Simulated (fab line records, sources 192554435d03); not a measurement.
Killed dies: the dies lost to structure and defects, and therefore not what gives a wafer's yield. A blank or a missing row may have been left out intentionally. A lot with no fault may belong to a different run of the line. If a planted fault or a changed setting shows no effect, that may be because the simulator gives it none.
Which tool was responsible? + flow n5Finfet + 72 wafers from 24 lots sampled at 5 of the route's 1938 steps

WHAT THE GAUGES SHOWED, per wafer
N5_BEOL_M5_RS_MEAS_57: a four-point-probe measurement. Usual: M5_RS gives 0.391 ohm/sq (standard deviation 0.016).
| lot  | measured     | on           | M5_RS (ohm/sq)    | flag |
|------|--------------|--------------|-------------------|------|
| L074 | day 8 03:19  | filmMetro-01 | 0.376 0.386 0.405 |      |
| L075 | day 8 11:19  | filmMetro-01 | 0.385 0.380 0.365 |      |
| L077 | day 9 02:13  | filmMetro-01 | 0.418 0.386 0.391 |      |
| L076 | day 9 06:01  | filmMetro-01 | 0.434 0.411 0.426 |      |
| L079 | day 9 11:25  | filmMetro-01 | 0.372 0.396 0.402 |      |
| L078 | day 9 19:14  | filmMetro-02 | 0.409 0.397 0.396 |      |
| L080 | day 10 09:56 | filmMetro-01 | 0.383 0.381 0.383 |      |
| L081 | day 10 11:08 | filmMetro-02 | 0.387 0.384 0.400 |      |
| L083 | day 10 11:16 | filmMetro-02 | 0.387 0.399 0.414 |      |
| L082 | day 10 17:15 | filmMetro-01 | 0.397 0.396 0.430 |      |
| L084 | day 11 03:39 | filmMetro-02 | 0.390 0.369 0.402 |      |
| L085 | day 11 11:27 | filmMetro-02 | 0.388 0.422 0.383 |      |
| L086 | day 11 16:33 | filmMetro-02 | 0.386 0.398 0.376 |      |
| L087 | day 12 06:21 | filmMetro-01 | 0.386 0.370 0.381 |      |
| L088 | day 12 14:03 | filmMetro-02 | 0.381 0.419 0.386 |      |
| L089 | day 12 08:23 | filmMetro-01 | 0.360 0.422 0.373 |      |
| L090 | day 13 02:13 | filmMetro-01 | 0.412 0.383 0.374 |      |
| L091 | day 13 12:14 | filmMetro-01 | 0.382 0.386 0.373 |      |
| L092 | day 14 09:14 | filmMetro-01 | 0.367 0.386 0.390 |      |
| L094 | day 13 16:01 | filmMetro-02 | 0.386 0.411 0.387 |      |
| L093 | day 13 19:35 | filmMetro-01 | 0.393 0.391 0.385 |      |
| L095 | day 14 00:59 | filmMetro-02 | 0.360 0.370 0.387 |      |
| L096 | day 14 15:14 | filmMetro-01 | 0.401 0.377 0.384 |      |
| L097 | day 15 07:13 | filmMetro-02 | 0.399 0.386 0.404 |      |

TOOL THAT RAN EACH LOT (tool first, then ch and the chambers of the sampled wafers, then the start)
| lot  | N5_BEOL_M5_DEGAS_44         | N5_BEOL_M5_ANNEAL_84        | N5_BEOL_M5_ANNEAL_89        | N5_BEOL_M5_DEP_56               |
|------|-----------------------------|-----------------------------|-----------------------------|---------------------------------|
| L074 | pvdSputter-01, day 7 20:55  | pvdSputter-01, day 8 00:04  | pvdSputter-01, day 8 01:09  | pecvd-03 ch 0,1,2, day 8 03:15  |
| L075 | pvdSputter-01, day 8 05:04  | pvdSputter-01, day 8 08:02  | pvdSputter-01, day 8 09:08  | pecvd-02 ch 0,1, day 8 11:13    |
| L077 | pvdSputter-03, day 8 18:52  | pvdSputter-02, day 8 23:04  | pvdSputter-02, day 9 00:09  | pecvd-01 ch 0,1,2, day 9 02:10  |
| L076 | pvdSputter-03, day 8 21:59  | pvdSputter-03, day 9 02:48  | pvdSputter-03, day 9 03:53  | pecvd-03 ch 1,2, day 9 05:57    |
| L079 | pvdSputter-03, day 9 05:06  | pvdSputter-01, day 9 08:05  | pvdSputter-01, day 9 09:11  | pecvd-01 ch 0,1, day 9 11:20    |
| L078 | pvdSputter-03, day 9 12:06  | pvdSputter-03, day 9 15:05  | pvdSputter-03, day 9 16:10  | pecvd-02 ch 0,1,2, day 9 19:11  |
| L080 | pvdSputter-01, day 10 03:37 | pvdSputter-01, day 10 06:44 | pvdSputter-01, day 10 07:50 | pecvd-01 ch 0,1, day 10 09:51   |
| L081 | pvdSputter-03, day 10 04:55 | pvdSputter-02, day 10 07:58 | pvdSputter-02, day 10 09:04 | pecvd-02 ch 0,2, day 10 11:04   |
| L083 | pvdSputter-02, day 10 05:01 | pvdSputter-03, day 10 08:06 | pvdSputter-03, day 10 09:11 | pecvd-03 ch 0,1,2, day 10 11:12 |
| L082 | pvdSputter-01, day 10 10:41 | pvdSputter-01, day 10 14:05 | pvdSputter-01, day 10 15:11 | pecvd-02 ch 0,1,2, day 10 17:11 |
| L084 | pvdSputter-01, day 10 21:16 | pvdSputter-03, day 11 00:30 | pvdSputter-03, day 11 01:35 | pecvd-02 ch 0,1,2, day 11 03:35 |
| L085 | pvdSputter-03, day 11 05:04 | pvdSputter-03, day 11 08:08 | pvdSputter-03, day 11 09:14 | pecvd-03 ch 0,1,2, day 11 11:23 |
| L086 | pvdSputter-01, day 11 10:09 | pvdSputter-03, day 11 13:01 | pvdSputter-03, day 11 14:06 | pecvd-02 ch 0,1, day 11 16:29   |
| L087 | pvdSputter-03, day 11 20:00 | pvdSputter-01, day 12 03:13 | pvdSputter-01, day 12 04:17 | pecvd-02 ch 1,2, day 12 06:17   |
| L088 | pvdSputter-02, day 12 01:53 | pvdSputter-03, day 12 10:42 | pvdSputter-03, day 12 11:47 | pecvd-03 ch 0,1,2, day 12 13:59 |
| L089 | pvdSputter-02, day 12 02:11 | pvdSputter-02, day 12 05:08 | pvdSputter-02, day 12 06:13 | pecvd-01 ch 0,1, day 12 08:19   |
| L090 | pvdSputter-02, day 12 20:11 | pvdSputter-02, day 12 23:04 | pvdSputter-02, day 13 00:08 | pecvd-03 ch 0,1,2, day 13 02:08 |
| L091 | pvdSputter-01, day 13 04:32 | pvdSputter-01, day 13 09:04 | pvdSputter-01, day 13 10:09 | pecvd-03 ch 0,1,2, day 13 12:10 |
| L092 | pvdSputter-03, day 13 07:47 | pvdSputter-02, day 14 06:05 | pvdSputter-02, day 14 07:11 | pecvd-03 ch 0,1,2, day 14 09:10 |
| L094 | pvdSputter-03, day 13 07:52 | pvdSputter-03, day 13 12:52 | pvdSputter-03, day 13 13:56 | pecvd-02 ch 1,2, day 13 15:56   |
| L093 | pvdSputter-01, day 13 13:13 | pvdSputter-01, day 13 16:26 | pvdSputter-01, day 13 17:31 | pecvd-01 ch 1,2, day 13 19:31   |
| L095 | pvdSputter-03, day 13 18:53 | pvdSputter-03, day 13 21:50 | pvdSputter-03, day 13 22:55 | pecvd-03 ch 0,1, day 14 00:55   |
| L096 | pvdSputter-02, day 14 09:04 | pvdSputter-01, day 14 12:05 | pvdSputter-01, day 14 13:10 | pecvd-03 ch 0,1, day 14 15:10   |
| L097 | pvdSputter-03, day 15 00:48 | pvdSputter-01, day 15 03:45 | pvdSputter-01, day 15 04:50 | pecvd-02 ch 0,1, day 15 07:08   |
- N5_BEOL_M5_DEGAS_44: time 60 s.
- N5_BEOL_M5_ANNEAL_84: time 1800 s.
- N5_BEOL_M5_ANNEAL_89: time 1800 s.
- N5_BEOL_M5_DEP_56: deposits SiCN from 3MS/NH3, target thk 8 nm, time 14 s.

WHAT THE TOOLS THEMSELVES READ (means of the sampled wafers that have a number; where no wafer has one, the mark that the record gives instead)
N5_BEOL_M5_DEGAS_44. Usual: heaterPowerW reads 321 W (standard deviation 36).
| lot  | tool          | heaterPowerW (W) | flag |
|------|---------------|------------------|------|
| L074 | pvdSputter-01 | 321              |      |
| L075 | pvdSputter-01 | 324              |      |
| L077 | pvdSputter-03 | 275              |      |
| L076 | pvdSputter-03 | 298              |      |
| L079 | pvdSputter-03 | 285              |      |
| L078 | pvdSputter-03 | 324              |      |
| L080 | pvdSputter-01 | 328              |      |
| L081 | pvdSputter-03 | 317              |      |
| L083 | pvdSputter-02 | 348              |      |
| L082 | pvdSputter-01 | 311              |      |
| L084 | pvdSputter-01 | 344              |      |
| L085 | pvdSputter-03 | 307              |      |
| L086 | pvdSputter-01 | 342              |      |
| L087 | pvdSputter-03 | 284              |      |
| L088 | pvdSputter-02 | 337              |      |
| L089 | pvdSputter-02 | 344              |      |
| L090 | pvdSputter-02 | 330              |      |
| L091 | pvdSputter-01 | 303              |      |
| L092 | pvdSputter-03 | 285              |      |
| L094 | pvdSputter-03 | 336              |      |
| L093 | pvdSputter-01 | 304              |      |
| L095 | pvdSputter-03 | 296              |      |
| L096 | pvdSputter-02 | 335              |      |
| L097 | pvdSputter-03 | 345              |      |

N5_BEOL_M5_ANNEAL_84. Usual: heaterPowerW reads 800 W (standard deviation 85).
| lot  | tool          | heaterPowerW (W) | flag |
|------|---------------|------------------|------|
| L074 | pvdSputter-01 | 809              |      |
| L075 | pvdSputter-01 | 826              |      |
| L077 | pvdSputter-02 | 863              |      |
| L076 | pvdSputter-03 | 709              |      |
| L079 | pvdSputter-01 | 773              |      |
| L078 | pvdSputter-03 | 768              |      |
| L080 | pvdSputter-01 | 749              |      |
| L081 | pvdSputter-02 | 849              |      |
| L083 | pvdSputter-03 | 701              |      |
| L082 | pvdSputter-01 | 850              |      |
| L084 | pvdSputter-03 | 746              |      |
| L085 | pvdSputter-03 | 799              |      |
| L086 | pvdSputter-03 | 781              |      |
| L087 | pvdSputter-01 | 822              |      |
| L088 | pvdSputter-03 | 791              |      |
| L089 | pvdSputter-02 | 843              |      |
| L090 | pvdSputter-02 | 855              |      |
| L091 | pvdSputter-01 | 763              |      |
| L092 | pvdSputter-02 | 860              |      |
| L094 | pvdSputter-03 | 715              |      |
| L093 | pvdSputter-01 | 754              |      |
| L095 | pvdSputter-03 | 767              |      |
| L096 | pvdSputter-01 | 814              |      |
| L097 | pvdSputter-01 | 791              |      |

N5_BEOL_M5_ANNEAL_89. Usual: heaterPowerW reads 798 W (standard deviation 84).
| lot  | tool          | heaterPowerW (W) | flag |
|------|---------------|------------------|------|
| L074 | pvdSputter-01 | 808              |      |
| L075 | pvdSputter-01 | 823              |      |
| L077 | pvdSputter-02 | 856              |      |
| L076 | pvdSputter-03 | 718              |      |
| L079 | pvdSputter-01 | 782              |      |
| L078 | pvdSputter-03 | 752              |      |
| L080 | pvdSputter-01 | 758              |      |
| L081 | pvdSputter-02 | 841              |      |
| L083 | pvdSputter-03 | 706              |      |
| L082 | pvdSputter-01 | 845              |      |
| L084 | pvdSputter-03 | 755              |      |
| L085 | pvdSputter-03 | 782              |      |
| L086 | pvdSputter-03 | 783              |      |
| L087 | pvdSputter-01 | 834              |      |
| L088 | pvdSputter-03 | 782              |      |
| L089 | pvdSputter-02 | 854              |      |
| L090 | pvdSputter-02 | 840              |      |
| L091 | pvdSputter-01 | 751              |      |
| L092 | pvdSputter-02 | 851              |      |
| L094 | pvdSputter-03 | 715              |      |
| L093 | pvdSputter-01 | 756              |      |
| L095 | pvdSputter-03 | 756              |      |
| L096 | pvdSputter-01 | 817              |      |
| L097 | pvdSputter-01 | 781              |      |

N5_BEOL_M5_DEP_56. Usual: showerheadPlenumPTorr 3.667 Torr, standard deviation 0.015; throttleValvePct 9.1 %, standard deviation 0.35.
| lot  | tool     | showerheadPlenumPTorr (Torr) | throttleValvePct (%) | flag |
|------|----------|------------------------------|----------------------|------|
| L074 | pecvd-03 | 3.661                        | 9.0                  |      |
| L075 | pecvd-02 | 3.679                        | 9.2                  |      |
| L077 | pecvd-01 | 3.673                        | 8.7                  |      |
| L076 | pecvd-03 | 3.671                        | 9.2                  |      |
| L079 | pecvd-01 | 3.679                        | 8.8                  |      |
| L078 | pecvd-02 | 3.668                        | 9.1                  |      |
| L080 | pecvd-01 | 3.675                        | 8.7                  |      |
| L081 | pecvd-02 | 3.665                        | 9.1                  |      |
| L083 | pecvd-03 | 3.661                        | 9.1                  |      |
| L082 | pecvd-02 | 3.675                        | 9.3                  |      |
| L084 | pecvd-02 | 3.667                        | 9.4                  |      |
| L085 | pecvd-03 | 3.661                        | 9.0                  |      |
| L086 | pecvd-02 | 3.684                        | 9.5                  |      |
| L087 | pecvd-02 | 3.653                        | 9.2                  |      |
| L088 | pecvd-03 | 3.664                        | 9.0                  |      |
| L089 | pecvd-01 | 3.667                        | 8.7                  |      |
| L090 | pecvd-03 | 3.655                        | 9.0                  |      |
| L091 | pecvd-03 | 3.661                        | 9.0                  |      |
| L092 | pecvd-03 | 3.658                        | 8.9                  |      |
| L094 | pecvd-02 | 3.650                        | 9.3                  |      |
| L093 | pecvd-01 | 3.669                        | 8.5                  |      |
| L095 | pecvd-03 | 3.665                        | 9.1                  |      |
| L096 | pecvd-03 | 3.658                        | 9.3                  |      |
| L097 | pecvd-02 | 3.684                        | 9.3                  |      |

THE ANSWER, worked out from the rows above alone
Rule: lot off if the mean of its wafers having a number is beyond 3 standard deviations from the usual mean. Also off: a lot with no number at a reading for which 4 or more lots have one. All remaining lots with rows at the step are treated as sound. First the gauges in route order, then the tools' own readings, where a lot's mean is used as printed above. At the first step where some lot is off, the reading lying furthest off is the one used; lots without a number count as furthest.
None of the lots is off at any reading shown; this tells nothing.

WHAT THE SIMULATOR PUT IN
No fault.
